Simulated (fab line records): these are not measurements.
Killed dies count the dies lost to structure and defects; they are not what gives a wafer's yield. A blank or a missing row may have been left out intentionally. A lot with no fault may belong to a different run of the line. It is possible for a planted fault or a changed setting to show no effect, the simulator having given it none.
fab line records	flow n5_finfet
record lots=7	wafers=21
route steps=1938 shown FIN_SAQP@96 FIN_CUT@176 SD_EPI_P@321 SD_ACTIVATION@330 HKMG_FIN@390
start_h: start of the lot's first displayed wafer, in hours after the record's first day	wait_h: hours from the lot's prior step to this one	" identical to the entry in the row above	L1.1+2: several wafers, shown together as one row	- no value, or no start given	* or withheld: withheld	< > ~ a bound
route shown NAME@n: NAME is a module with steps in the file, n the number in the route of the first one	usual: mean and standard deviation over wafers with no fault	same: alike in all rows	chamber/n: place in a boat	sites: readings site by site	_std_site: standard deviation across them	_edge_site: inner sites' mean taken away from outer sites' mean	radius_mm: for every site, how far away it sits from the centre of the wafer	mask NAME#n: copy n	behind: tool/chamber where the wafer was last shaped	hold: what put the lot on hold/how long, in hours/how the hold closed	device: the transistor (n, p or np) that didn't switch	end of line: the same wafers' tests at the end of the route	for a step that has no rows: nothing shown but its recipe	killed: dies that structure and defects cost at the first sort, which is not the same as the wafer's yield	map: shows each die of a wafer: x if killed, . if not, _ if none is there
set.NAME: the setting that was run; set.NAME@STEP: the one run at that earlier step	model.NAME: the simulator's own value behind a step, which no gauge read
lots with deliberately changed settings; one table per step, one row per wafer
## steps
# step N5_FIN_SAQP_HM_DEP_03
# recipe material=SiNx	target_thk_a=380	temp_c=400	precursor=SiH4/NH3/N2	pressure_torr=1.5	rf_w=300	time_s=33.6
lot.wafer	tool	chamber	start_h	wait_h	set.time_s	model.SiNx_of_FIN_SAQP_HM_DEP_03.thk_nm
L075.1	pecvd-02	2	27.86	0.2	33.6	37.39
L075.4	"	1	"	"	33.6	38.03
L075.5	"	2	"	"	33.6	38.07
L077.4	pecvd-02	1	38.61	0.1	33.6	38
L077.5	"	2	"	"	33.6	38.17
L077.6	"	0	"	"	33.6	37.8
L079.1	pecvd-02	1	50.64	0.2	33.6	37.34
L079.4	"	1	"	"	33.6	37.99
L079.6	"	0	"	"	30.87	34.81
L082.3	pecvd-04	1	69.57	0.1	33.6	37.55
L082.4	"	1	"	"	36.19	40.81
L082.5	"	0	"	"	33.6	37.61
L085.3	pecvd-04	2	88.78	0.1	30.24	34.42
L085.5	"	2	"	"	33.6	38.47
L085.6	"	1	"	"	33.6	38.86
L086.2	pecvd-04	1	94.67	0.2	33.6	37.13
L086.4	"	1	"	"	33.6	37.48
L086.6	"	0	"	"	33.6	37.9
L092.3	pecvd-02	1	128.58	0.1	35.61	39.6
L092.4	"	2	"	"	33.6	37.88
L092.5	"	0	"	"	35.61	40.02
# step N5_FIN_SAQP_THK_MEAS_05
# usual thk_nm=37.9/0.51
lot.wafer	tool	chamber	start_h	wait_h	set.time_s@FIN_SAQP_HM_DEP_03	thk_nm
L075.1	film_metro-02	-	27.94	0.1	33.6	37.4
L075.4	"	-	"	"	33.6	38.1
L075.5	"	-	"	"	33.6	38.1
L077.4	film_metro-02	-	38.67	0.0	33.6	38.1
L077.5	"	-	"	"	33.6	38.2
L077.6	"	-	"	"	33.6	37.8
L079.1	film_metro-02	-	50.73	0.1	33.6	37.4
L079.4	"	-	"	"	33.6	38.0
L079.6	"	-	"	"	30.87	34.8
L082.3	film_metro-01	-	69.66	0.1	33.6	37.6
L082.4	"	-	"	"	36.19	40.8
L082.5	"	-	"	"	33.6	37.6
L085.3	film_metro-02	-	88.87	0.1	30.24	34.4
L085.5	"	-	"	"	33.6	38.5
L085.6	"	-	"	"	33.6	38.9
L086.2	film_metro-02	-	94.75	0.1	33.6	37.2
L086.4	"	-	"	"	33.6	37.5
L086.6	"	-	"	"	33.6	37.9
L092.3	film_metro-02	-	128.67	0.1	35.61	39.6
L092.4	"	-	"	"	33.6	37.8
L092.5	"	-	"	"	35.61	40.0
# step N5_FIN_SAQP_PECVD_06
# recipe material=a-Si	target_thk_a=600	temp_c=400	precursor=SiH4/He	pressure_torr=3	rf_w=100	time_s=48.1
lot.wafer	tool	chamber	start_h	wait_h	set.time_s	model.a-Si_of_FIN_SAQP_PECVD_06.thk_nm
L075.1	pecvd-01	1	28.10	0.0	48.1	59.01
L075.4	"	0	"	"	48.1	60.32
L075.5	"	1	"	"	48.1	60.13
L077.4	pecvd-01	0	38.86	0.0	48.1	60.26
L077.5	"	0	"	"	48.1	59.98
L077.6	"	1	"	"	44.88	55.34
L079.1	pecvd-02	1	50.85	0.0	48.1	60.16
L079.4	"	1	"	"	48.1	60.92
L079.6	"	0	"	"	48.1	59.84
L082.3	pecvd-01	1	69.78	0.0	48.1	59.62
L082.4	"	1	"	"	54.54	67.79
L082.5	"	2	"	"	54.54	68.57
L085.3	pecvd-01	2	89.05	0.0	48.1	60.03
L085.5	"	2	"	"	48.1	60.22
L085.6	"	0	"	"	48.1	60.71
L086.2	pecvd-01	1	94.88	0.0	50.64	62.75
L086.4	"	2	"	"	50.64	63.42
L086.6	"	0	"	"	48.1	60.8
L092.3	pecvd-02	2	128.78	0.0	48.1	59.96
L092.4	"	2	"	"	48.1	60.32
L092.5	"	1	"	"	48.1	60.92
# step N5_FIN_SAQP_THK_MEAS_07
# usual thk_nm=60.0/0.74
lot.wafer	tool	chamber	start_h	wait_h	set.time_s@FIN_SAQP_PECVD_06	thk_nm
L075.1	film_metro-01	-	28.22	0.1	48.1	59.0
L075.4	"	-	"	"	48.1	60.3
L075.5	"	-	"	"	48.1	60.1
L077.4	film_metro-01	-	38.95	0.1	48.1	60.2
L077.5	"	-	"	"	48.1	60.0
L077.6	"	-	"	"	44.88	55.4
L079.1	film_metro-02	-	50.94	0.1	48.1	60.2
L079.4	"	-	"	"	48.1	60.9
L079.6	"	-	"	"	48.1	59.9
L082.3	film_metro-01	-	69.87	0.1	48.1	59.6
L082.4	"	-	"	"	54.54	67.8
L082.5	"	-	"	"	54.54	68.6
L085.3	film_metro-02	-	89.15	0.1	48.1	60.0
L085.5	"	-	"	"	48.1	60.2
L085.6	"	-	"	"	48.1	60.7
L086.2	film_metro-02	-	94.97	0.1	50.64	62.7
L086.4	"	-	"	"	50.64	63.4
L086.6	"	-	"	"	48.1	60.8
L092.3	film_metro-01	-	128.87	0.1	48.1	60.0
L092.4	"	-	"	"	48.1	60.3
L092.5	"	-	"	"	48.1	61.0
# step N5_FIN_SAQP_MANDREL_ETCH_22
# recipe target_depth_a=600	chemistry=HBr/Cl2	target=a-Si	stop_on=SiNx	bt_time_s=10	over_etch_frac=0.5	time_s=30	pressure_mtorr=10	icp_w=800	bias_w=75	HBr_flow_sccm=150	Cl2_flow_sccm=80	ends=end_point
lot.wafer	tool	chamber	start_h	wait_h	set.over_etch_frac	set.time_s@FIN_SAQP_PECVD_06	model.etch.depth_nm
L075.1	rie_si-03	2	29.70	0.0	0.5	48.1	59
L075.4	"	0	"	"	0.5	48.1	60.32
L075.5	"	0	"	"	0.5	48.1	60.13
L077.4	rie_si-04	2	39.97	0.1	0.4784	48.1	60.26
L077.5	"	1	"	"	0.5	48.1	59.96
L077.6	"	3	"	"	0.5	44.88	55.34
L079.1	rie_si-06	2	51.80	0.0	0.5	48.1	60.16
L079.4	"	3	"	"	0.5	48.1	60.92
L079.6	"	3	"	"	0.5	48.1	59.84
L082.3	rie_si-06	0	70.76	0.0	0.5	48.1	59.62
L082.4	"	3	"	"	0.5	54.54	67.79
L082.5	"	0	"	"	0.5	54.54	68.57
L085.3	rie_si-03	2	89.99	0.0	0.5226	48.1	60.03
L085.5	"	2	"	"	0.5	48.1	60.22
L085.6	"	3	"	"	0.5226	48.1	60.71
L086.2	rie_si-03	0	96.08	0.0	0.5271	50.64	62.75
L086.4	"	1	"	"	0.5	50.64	63.42
L086.6	"	1	"	"	0.5271	48.1	60.8
L092.3	rie_si-04	2	129.92	0.0	0.5	48.1	59.96
L092.4	"	1	"	"	0.4846	48.1	60.32
L092.5	"	0	"	"	0.4846	48.1	60.92
# step N5_FIN_SAQP_SPACER1_ALD_24
# recipe material=SiO2	target_thk_a=203	temp_c=300	ald_precursor_family=BDEAS	ald_co_reactant=O2-plasma	pulse_time_s=1	purge_time_s=2	co_reactant_purge_time_s=2	ald_cycles=218	pressure_torr=2
lot.wafer	tool	chamber	start_h	wait_h	set.temp_c
L075.1+4+5	ald_sin-01	2,0,1	31.20	0.9	300
L077.4	ald_sin-01	3	40.85	0.3	289
L077.5+6	"	0,1	"	"	300
L079.1	ald_sin-03	2	52.62	0.3	295.3
L079.4+6	"	3,0	"	"	300
L082.3	ald_sin-03	0	71.68	0.2	291.8
L082.4+5	"	2,1	"	"	300
L085.3	ald_sin-03	3	91.30	0.6	307.3
L085.5+6	"	3,0	"	"	300
L086.2+4+6	ald_sin-03	1,2,0	98.56	1.6	300
L092.3+4	ald_sin-04	3,2	130.77	0.1	300
L092.5	"	1	"	"	308
# step N5_FIN_SAQP_SPACER1_ETCHBACK_25
# recipe chemistry=CHF3/O2	mode=anisotropic_etchback	target=SiO2	target_depth_a=244	time_s=12.2	pressure_mtorr=30	source_w=650	bias_w=170	Ar_flow_sccm=200	CHF3_flow_sccm=50	O2_flow_sccm=5	ion_energy_ev=200
lot.wafer	tool	chamber	start_h	wait_h	set.time_s@FIN_SAQP_PECVD_06	model.a-Si_of_FIN_SAQP_PECVD_06.thk_nm
L075.1	rie_diel-05	0	32.04	0.5	48.1	58
L075.4	"	3	"	"	48.1	59.4
L075.5	"	1	"	"	48.1	59.2
L077.4	rie_diel-02	0	41.60	0.4	48.1	59.4
L077.5	"	2	"	"	48.1	59
L077.6	"	0	"	"	44.88	54.4
L079.1	rie_diel-05	2	53.33	0.4	48.1	59.2
L079.4	"	0	"	"	48.1	60
L079.6	"	0	"	"	48.1	59
L082.3	rie_diel-04	2	72.40	0.4	48.1	58.8
L082.4	"	2	"	"	54.54	66.8
L082.5	"	0	"	"	54.54	67.6
L085.3	rie_diel-02	2	92.01	0.4	48.1	59
L085.5	"	1	"	"	48.1	59.4
L085.6	"	2	"	"	48.1	59.8
L086.2	rie_diel-04	3	99.28	0.4	50.64	61.8
L086.4	"	2	"	"	50.64	62.6
L086.6	"	1	"	"	48.1	60
L092.3	rie_diel-05	1	131.49	0.4	48.1	59
L092.4	"	3	"	"	48.1	59.4
L092.5	"	1	"	"	48.1	60
# step N5_FIN_SAQP_MANDREL1_REMOVE_56
# recipe chemistry=HBr/Cl2/O2	bt_time_s=10	target=a-Si	stop_on=SiNx	endpoint=OES-SiCl	over_etch_frac=1	icp_w=600	bias_w=22	HBr_flow_sccm=150	Cl2_flow_sccm=80	O2_flow_sccm=5	pressure_mtorr=10
# step N5_FIN_SAQP_MANDREL2_REMOVE_60
# recipe chemistry=HBr/Cl2/O2	bt_time_s=10	target=a-Si	stop_on=SiNx	endpoint=OES-SiCl	over_etch_frac=1	icp_w=600	bias_w=22	HBr_flow_sccm=150	Cl2_flow_sccm=80	O2_flow_sccm=5	pressure_mtorr=10
# step N5_FIN_SAQP_HM_OPEN_33
# recipe chemistry=CH3F/O2	target=SiNx	mask_material=SiO2	target_depth_a=494	time_s=70.6	pressure_mtorr=30	source_w=395	bias_w=73	Ar_flow_sccm=150	CH3F_flow_sccm=30	O2_flow_sccm=20	ion_energy_ev=120	ends=cleared
# usual etch_rf_on_time_s=69.4/1.5
lot.wafer	tool	chamber	start_h	wait_h	set.time_s@FIN_SAQP_HM_DEP_03	etch_rf_on_time_s	model.etch.depth_nm
L075.1	rie_diel-02	2	35.40	0.2	33.6	68.1	36.76
L075.4	"	0	"	"	33.6	69.9	37.4
L075.5	"	2	"	"	33.6	68.3	37.25
L077.4	rie_diel-02	2	43.77	0.1	33.6	68.0	37.32
L077.5	"	0	"	"	33.6	69.5	37.54
L077.6	"	2	"	"	33.6	67.6	36.97
L079.1	rie_diel-04	1	55.13	0.0	33.6	69.6	36.67
L079.4	"	2	"	"	33.6	67.8	37.36
L079.6	"	0	"	"	30.87	63.1	33.99
L082.3	rie_diel-05	2	74.57	0.0	33.6	68.9	36.88
L082.4	"	0	"	"	36.19	74.8	40.1
L082.5	"	0	"	"	33.6	69.0	36.94
L085.3	rie_diel-02	0	95.24	0.1	30.24	63.5	33.74
L085.5	"	0	"	"	33.6	70.8	37.84
L085.6	"	3	"	"	33.6	72.4	38.04
L086.2	rie_diel-05	1	101.07	0.0	33.6	68.2	36.3
L086.4	"	2	"	"	33.6	69.4	36.85
L086.6	"	0	"	"	33.6	69.6	37.27
L092.3	rie_diel-04	3	133.61	0.3	35.61	71.5	38.97
L092.4	"	3	"	"	33.6	67.8	37.2
L092.5	"	1	"	"	35.61	73.9	39.2
# step N5_FIN_SAQP_ETCH_34
# recipe chemistry=C4F6/O2	target=SiO2	target_depth_a=450	time_s=15	ion_energy_ev=250	pressure_mtorr=30	source_w=345	bias_w=185	Ar_flow_sccm=300	C4F6_flow_sccm=10	O2_flow_sccm=10	ends=cleared
lot.wafer	tool	chamber	start_h	wait_h	set.time_s@FIN_SAQP_HM_DEP_03	model.SiNx_of_FIN_SAQP_HM_DEP_03.thk_nm
L075.1	rie_diel-02	2	35.47	0.0	33.6	33.8
L075.4	"	0	"	"	33.6	34.6
L075.5	"	2	"	"	33.6	34.4
L077.4	rie_diel-02	2	43.85	0.0	33.6	34.4
L077.5	"	0	"	"	33.6	34.6
L077.6	"	2	"	"	33.6	34
L079.1	rie_diel-04	1	55.20	0.0	33.6	33.8
L079.4	"	2	"	"	33.6	34.4
L079.6	"	0	"	"	30.87	31
L082.3+5	rie_diel-05	2,0	74.64	0.0	33.6	34
L082.4	"	0	"	"	36.19	37.2
L085.3	rie_diel-02	0	95.31	0.0	30.24	30.8
L085.5	"	0	"	"	33.6	35
L085.6	"	3	"	"	33.6	35.2
L086.2	rie_diel-05	1	101.14	0.0	33.6	33.4
L086.4	"	2	"	"	33.6	34
L086.6	"	0	"	"	33.6	34.4
L092.3	rie_diel-04	3	133.68	0.0	35.61	36
L092.4	"	3	"	"	33.6	34.4
L092.5	"	1	"	"	35.61	36.4
# step N5_FIN_SAQP_STRIP_77
# recipe chemistry=N2/H2	time_s=90	power_w=100	temp_c=40	pressure_mtorr=100	rf_frequency_hz=6e+07	bias_power_w=3	n2_flow_sccm=300	h2_flow_sccm=300
# step N5_FIN_SAQP_PRECLEAN_38
# recipe chemistry=O3/DIW	time_s=45	temp_c=22	o3_ppm=10
# step N5_FIN_SAQP_PRECLEAN_45
# recipe chemistry=dHF	time_s=10	dilution=500:1	temp_c=25
lot.wafer	tool	chamber	start_h	wait_h	set.time_s@FIN_SAQP_HM_DEP_03	model.SiNx_of_FIN_SAQP_HM_DEP_03.thk_nm
L075.1	wet_bench-03	6	35.87	0.0	33.6	20.6
L075.4	"	4	"	"	33.6	21
L075.5	"	1	"	"	33.6	20.8
L077.4	wet_bench-04	6	44.29	0.0	33.6	20.8
L077.5	"	5	"	"	33.6	21.2
L077.6	"	2	"	"	33.6	20.4
L079.1	wet_bench-04	4	55.60	0.0	33.6	20.4
L079.4	"	2	"	"	33.6	21
L079.6	"	5	"	"	30.87	17.6
L082.3	wet_bench-02	6	75.03	0.0	33.6	20.4
L082.4	"	3	"	"	36.19	23.6
L082.5	"	7	"	"	33.6	20.6
L085.3	wet_bench-04	2	95.70	0.0	30.24	17.4
L085.5+6	"	5,1	"	"	33.6	21.4
L086.2	wet_bench-03	7	101.54	0.0	33.6	19.8
L086.4	"	1	"	"	33.6	20.2
L086.6	"	2	"	"	33.6	20.8
L092.3	wet_bench-04	7	134.09	0.0	35.61	22.6
L092.4	"	6	"	"	33.6	21
L092.5	"	2	"	"	35.61	23
# step N5_FIN_CUT_CUT_ETCH_15
# recipe chemistry=HBr/Cl2/O2	target=Si	target_depth_a=1000	bt_time_s=10	mask_material=SOC	time_s=42.4	ion_energy_ev=*	bias_w=*	pressure_mtorr=10	icp_w=800	HBr_flow_sccm=150	Cl2_flow_sccm=80	O2_flow_sccm=12
lot.wafer	tool	chamber	start_h	wait_h	set.time_s	model.etch.depth_nm	model.FIN_CUT.feature_depth_nm	model.SOC_of_FIN_CUT_COAT_18.thk_nm
L075.1	rie_si-01	1	37.00	0.1	42.4	97.22	97.2	172.4
L075.4	"	0	"	"	42.4	96.84	96.8	172
L075.5	"	3	"	"	42.4	99.78	99.8	170
L077.4	rie_si-05	0	45.58	0.0	42.4	98.79	98.8	171
L077.5	"	0	"	"	33.34	77.86	77.8	178.8
L077.6	"	1	"	"	33.34	77.41	77.4	179.2
L079.1	rie_si-05	3	56.87	0.1	50.56	118.1	118.2	162.8
L079.4	"	1	"	"	42.4	98.45	98.4	171
L079.6	"	3	"	"	50.56	118.1	118.2	163.8
L082.3	rie_si-01	1	76.28	0.0	39.54	92.22	92.2	171.8
L082.4	"	0	"	"	39.54	90.54	90.6	173.2
L082.5	"	1	"	"	42.4	98.17	98.2	170.2
L085.3	rie_si-01	0	96.99	0.0	42.4	97.46	97.4	172
L085.5	"	1	"	"	42.4	98.57	98.6	171.6
L085.6	"	0	"	"	39.83	91.34	91.4	173.4
L086.2	rie_si-01	1	103.27	0.1	42.4	98.26	98.2	171
L086.4	"	3	"	"	38.06	88.76	88.8	174.2
L086.6	"	1	"	"	42.4	98.54	98.6	170.8
L092.3	rie_si-01	3	135.24	0.0	42.4	99.22	99.2	170.6
L092.4	"	2	"	"	42.4	96.77	96.8	171.2
L092.5	"	2	"	"	33	76.07	76	179.4
# step N5_SD_EPI_P_EPI_21
# recipe material=SiGe:B	dopant=B	temp_c=550	pressure_torr=20	ambient=H2	time_s=355
lot.wafer	tool	chamber	start_h	wait_h	set.epi_growth_time_s	model.SiGe-B_of_SD_EPI_P_EPI_21.thk_nm
L075.1	epi_rpcvd-04	0	66.47	0.1	355	61.6
L075.4+5	"	0	67.55	1.1	355	62.4
L077.4	epi_rpcvd-03	0	75.48	1.5	355	60.4
L077.5	"	0	"	"	380.7	62.8
L077.6	"	0	"	"	355	60.2
L079.1	epi_rpcvd-03	0	86.80	0.2	355	61.6
L079.4	"	0	88.24	1.5	355	61.2
L079.6	"	0	"	"	355	61
L082.3	epi_rpcvd-02	0	108.35	1.1	381	63.8
L082.4	"	0	"	"	381	62.4
L082.5	"	0	"	"	381	63.4
L085.3	epi_rpcvd-03	0	126.70	0.8	335.7	59.2
L085.5	"	0	"	"	355	61
L085.6	"	0	"	"	335.7	58.2
L086.2	epi_rpcvd-04	0	130.06	0.5	355	61.8
L086.4	"	0	"	"	355	60.8
L086.6	"	0	"	"	340.4	59.6
L092.3	epi_rpcvd-02	0	162.16	0.8	355	61.8
L092.4	"	0	"	"	355	61.2
L092.5	"	0	"	"	388.6	65.4
# step N5_SD_EPI_P_HM_STRIP_48
# recipe chemistry=H3PO4	temp_c=160	material=SiNx	target=SiNx	target_depth_a=30	overetch_fraction=0.3
# step N5_SD_ACTIVATION_RTA_00
# recipe temp_c=975	time_s=0	ambient=N2	idle_temp_c=600	ramp_up_c_per_s=150	ramp_down_c_per_s=60	cool_to_c=600
# step N5_SD_ACTIVATION_LSA_01
# recipe temp_c=1080	time_s=0.0008	ambient=N2
# step N5_SD_ACTIVATION_RS_MEAS_03
# recipe thk_meas_gauge=four-point-probe
# usual RS_SD_N=21.9/0.3	RS_SD_P=56.0/0.75
lot.wafer	tool	chamber	start_h	wait_h	set.epi_growth_time_s@SD_EPI_P_EPI_21	RS_SD_N[ohm/sq]	RS_SD_P[ohm/sq]
L075.1	film_metro-02	-	69.31	0.2	355	22.2	55.8
L075.4	"	-	"	"	355	22.2	54.9
L075.5	"	-	"	"	355	21.8	55.2
L077.4	film_metro-01	-	77.66	0.2	355	21.9	55.9
L077.5	"	-	"	"	380.7	21.8	54.1
L077.6	"	-	"	"	355	22.1	56.0
L079.1	film_metro-02	-	90.33	0.2	355	22.2	54.8
L079.4	"	-	"	"	355	22.4	54.9
L079.6	"	-	"	"	355	22.3	55.4
L082.3	film_metro-01	-	110.97	0.2	381	21.8	53.0
L082.4	"	-	"	"	381	21.9	54.3
L082.5	"	-	"	"	381	21.7	53.7
L085.3	film_metro-02	-	128.87	0.2	335.7	22.0	58.1
L085.5	"	-	"	"	355	21.7	56.2
L085.6	"	-	"	"	335.7	22.4	59.1
L086.2	film_metro-01	-	132.56	0.2	355	21.2	54.4
L086.4	"	-	"	"	355	21.6	56.3
L086.6	"	-	"	"	340.4	21.5	57.2
L092.3	film_metro-02	-	164.30	0.2	355	21.3	55.4
L092.4	"	-	"	"	355	21.3	55.4
L092.5	"	-	"	"	388.6	21.4	51.8
# step N5_HKMG_FIN_COAT_41
# recipe resist=SOC	temp_c=250	time_s=60	spin_rpm=1500	resist_thk_nm=300
lot.wafer	tool	chamber	start_h	wait_h	set.spin_rpm	model.SOC_of_HKMG_FIN_COAT_41.thk_nm
L075.1	litho_track-03	0	82.58	-	1500	299.2
L075.4	"	0	"	"	1500	298.6
L075.5	"	0	"	"	1500	299
L077.4	litho_track-01	0	90.06	-	1500	299.4
L077.5	"	0	"	"	1605	290.6
L077.6	"	0	"	"	1605	289.8
L079.1	litho_track-01	0	104.51	-	1500	301
L079.4	"	0	"	"	1500	301.4
L079.6	"	0	"	"	1500	300.8
L082.3	litho_track-01	0	123.88	-	1500	299.8
L082.4	"	0	"	"	1500	299.6
L082.5	"	0	"	"	1600	290.6
L085.3	litho_track-01	0	142.16	-	1368	314
L085.5	"	0	"	"	1500	300.8
L085.6	"	0	"	"	1500	300.4
L086.2+6	litho_track-02	0	145.17	-	1438	308
L086.4	"	0	"	"	1500	301.2
L092.3	litho_track-01	0	177.08	-	1500	299.2
L092.4	"	0	"	"	1500	300.2
L092.5	"	0	"	"	1500	300.4
# step N5_HKMG_FIN_DESCUM_53
# recipe chemistry=O2	time_s=7.9	source_power_w=50	bias_power_w=20	pressure_mtorr=20	rf_frequency_hz=2.712e+07	temp_c=40	resist=CAR-ArF	o2_flow_sccm=225
lot.wafer	tool	chamber	start_h	wait_h	set.time_s
L075.1+4+5	rie_diel-04	3,0,2	83.03	0.0	7.9
L077.4+5	rie_diel-04	3,2	90.52	0.0	7.9
L077.6	"	3	"	"	7.004
L079.1+4	rie_diel-02	1,0	104.97	0.0	6.837
L079.6	"	0	"	"	7.9
L082.3	rie_diel-02	0	124.35	0.0	6.627
L082.4+5	"	1	"	"	7.9
L085.3+5+6	rie_diel-04	0,3,0	142.61	0.0	7.9
L086.2+4+6	rie_diel-05	1,0,3	145.62	0.0	7.9
L092.3+4+5	rie_diel-05	2,2,0	177.53	0.0	7.9
# step N5_HKMG_FIN_ETCH_54
# recipe chemistry=CF4	target=SiARC	target_depth_a=455	mask_material=CAR-ArF	time_s=75.8	ion_energy_ev=80	pressure_mtorr=40	source_w=545	bias_w=36	Ar_flow_sccm=100	cf4_flow_sccm=100	ends=cleared
lot.wafer	tool	chamber	start_h	wait_h	set.time_s@HKMG_FIN_DESCUM_53	model.CAR-ArF_of_HKMG_FIN_COAT_43.thk_nm
L075.1+5	rie_diel-04	3,2	83.07	0.0	7.9	50.8
L075.4	"	0	"	"	7.9	51
L077.4	rie_diel-04	3	90.55	0.0	7.9	50.6
L077.5	"	2	"	"	7.9	50.8
L077.6	"	3	"	"	7.004	51.2
L079.1+4	rie_diel-02	1,0	105.00	0.0	6.837	51.8
L079.6	"	0	"	"	7.9	51
L082.3	rie_diel-02	0	124.42	0.0	6.627	51.6
L082.4+5	"	1	"	"	7.9	50.8
L085.3	rie_diel-04	0	142.64	0.0	7.9	51.2
L085.5	"	3	"	"	7.9	51
L085.6	"	0	"	"	7.9	50.6
L086.2	rie_diel-05	1	145.66	0.0	7.9	51
L086.4+6	"	0,3	"	"	7.9	50.8
L092.3	rie_diel-05	2	177.57	0.0	7.9	50.8
L092.4+5	"	2,0	"	"	7.9	51
## key
split step=N5_FIN_SAQP_HM_DEP_03	setting=time_s	stated=33.6	by=wafer
response step=N5_FIN_SAQP_HM_DEP_03	reading=model.SiNx_of_FIN_SAQP_HM_DEP_03.thk_nm	change=+0.391	per=1%	r=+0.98
response step=N5_FIN_SAQP_THK_MEAS_05	reading=thk_nm	change=*	per=1%	r=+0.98
response step=N5_FIN_SAQP_HM_OPEN_33	reading=etch_rf_on_time_s	change=*	per=1%	r=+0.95
response step=N5_FIN_SAQP_HM_OPEN_33	reading=model.etch.depth_nm	change=+0.392	per=1%	r=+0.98
response step=N5_FIN_SAQP_ETCH_34	reading=model.SiNx_of_FIN_SAQP_HM_DEP_03.thk_nm	change=+0.397	per=1%	r=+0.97
response step=N5_FIN_SAQP_PRECLEAN_45	reading=model.SiNx_of_FIN_SAQP_HM_DEP_03.thk_nm	change=+0.382	per=1%	r=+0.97
split step=N5_FIN_SAQP_PECVD_06	setting=time_s	stated=48.1	by=wafer
response step=N5_FIN_SAQP_PECVD_06	reading=model.a-Si_of_FIN_SAQP_PECVD_06.thk_nm	change=+0.63	per=1%	r=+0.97
response step=N5_FIN_SAQP_THK_MEAS_07	reading=thk_nm	change=*	per=1%	r=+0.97
response step=N5_FIN_SAQP_MANDREL_ETCH_22	reading=model.etch.depth_nm	change=+0.629	per=1%	r=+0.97
response step=N5_FIN_SAQP_SPACER1_ETCHBACK_25	reading=model.a-Si_of_FIN_SAQP_PECVD_06.thk_nm	change=+0.62	per=1%	r=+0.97
split step=N5_FIN_SAQP_MANDREL_ETCH_22	setting=over_etch_frac	stated=0.5	by=wafer
response none clear
split step=N5_FIN_SAQP_SPACER1_ALD_24	setting=temp_c	stated=300	by=wafer
response none clear
split step=N5_FIN_CUT_CUT_ETCH_15	setting=time_s	stated=42.4	by=wafer
response step=N5_FIN_CUT_CUT_ETCH_15	reading=model.etch.depth_nm	change=+0.997	per=1%	r=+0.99
response step=N5_FIN_CUT_CUT_ETCH_15	reading=model.FIN_CUT.feature_depth_nm	change=+1	per=1%	r=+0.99
response step=N5_FIN_CUT_CUT_ETCH_15	reading=model.SOC_of_FIN_CUT_COAT_18.thk_nm	change=-0.376	per=1%	r=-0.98
split step=N5_SD_EPI_P_EPI_21	setting=epi_growth_time_s	stated=355	by=wafer
response step=N5_SD_EPI_P_EPI_21	reading=model.SiGe-B_of_SD_EPI_P_EPI_21.thk_nm	change=+0.395	per=1%	r=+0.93
response step=N5_SD_ACTIVATION_RS_MEAS_03	reading=RS_SD_P	change=-0.36	per=1%	r=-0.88
split step=N5_HKMG_FIN_COAT_41	setting=spin_rpm	stated=1500	by=wafer
response step=N5_HKMG_FIN_COAT_41	reading=model.SOC_of_HKMG_FIN_COAT_41.thk_nm	change=-1.44	per=1%	r=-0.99
split step=N5_HKMG_FIN_DESCUM_53	setting=time_s	stated=7.9	by=wafer
response step=N5_HKMG_FIN_ETCH_54	reading=model.CAR-ArF_of_HKMG_FIN_COAT_43.thk_nm	change=-0.0515	per=1%	r=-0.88
